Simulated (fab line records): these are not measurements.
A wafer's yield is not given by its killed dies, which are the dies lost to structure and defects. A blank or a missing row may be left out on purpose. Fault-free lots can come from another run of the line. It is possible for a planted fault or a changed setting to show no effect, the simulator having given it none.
Matching of chambers | flow n5Finfet | 4 sister chambers for N5_BEOL_M5_ALD_86 on aldMetal-04
The step deposits TaN, pulse time 2 s, purge time 3 s, co reactant purge time 2 s. 4 wafers are shown with their chamber, then 8 later ones without.

## EACH WAFER AND ITS CHAMBER
wafer  | chamber | heaterPowerW (W)
L080.3 | 2       | 436
L083.5 | 1       | 459
L083.6 | 0       | 453
L089.1 | 3       | 511

## WAFERS WHOSE CHAMBER IS MISSING
wafer  | heaterPowerW (W)
L089.5 | 515
L089.6 | 446
L093.2 | 455
L093.3 | 463
L093.4 | 498
L095.2 | 447
L095.4 | 451
L095.6 | 452

## THE CHAMBER EACH PASSED THROUGH
wafer  | from the rows above          | in truth
L089.5 | 3                            | 3
L089.6 | can't be placed: 0 or 2 or 1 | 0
L093.2 | can't be placed: 0 or 1      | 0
L093.3 | can't be placed: 1 or 0      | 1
L093.4 | 3                            | 3
L095.2 | can't be placed: 0 or 2 or 1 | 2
L095.4 | can't be placed: 0 or 1      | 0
L095.6 | can't be placed: 0 or 1      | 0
Placed correctly: 2 of 8. Unplaceable from these rows: 6, with the true chamber sitting among the candidates in 6. Placed wrongly: 0.
How it was worked out, from the rows above alone: a wafer's distance from a chamber is the root of the sum, over the readings, of the square of ((its reading less the chamber's mean) divided by the reading's scatter). If the next closest chamber is less than 2 further off than the closest, the wafer can't be placed; otherwise it belongs to the closest. A chamber's mean is the mean of its shown wafers. The scatter (one wafer shown for each chamber): square how far every hidden wafer sits from the nearest shown wafer, average those squares and take the square root.
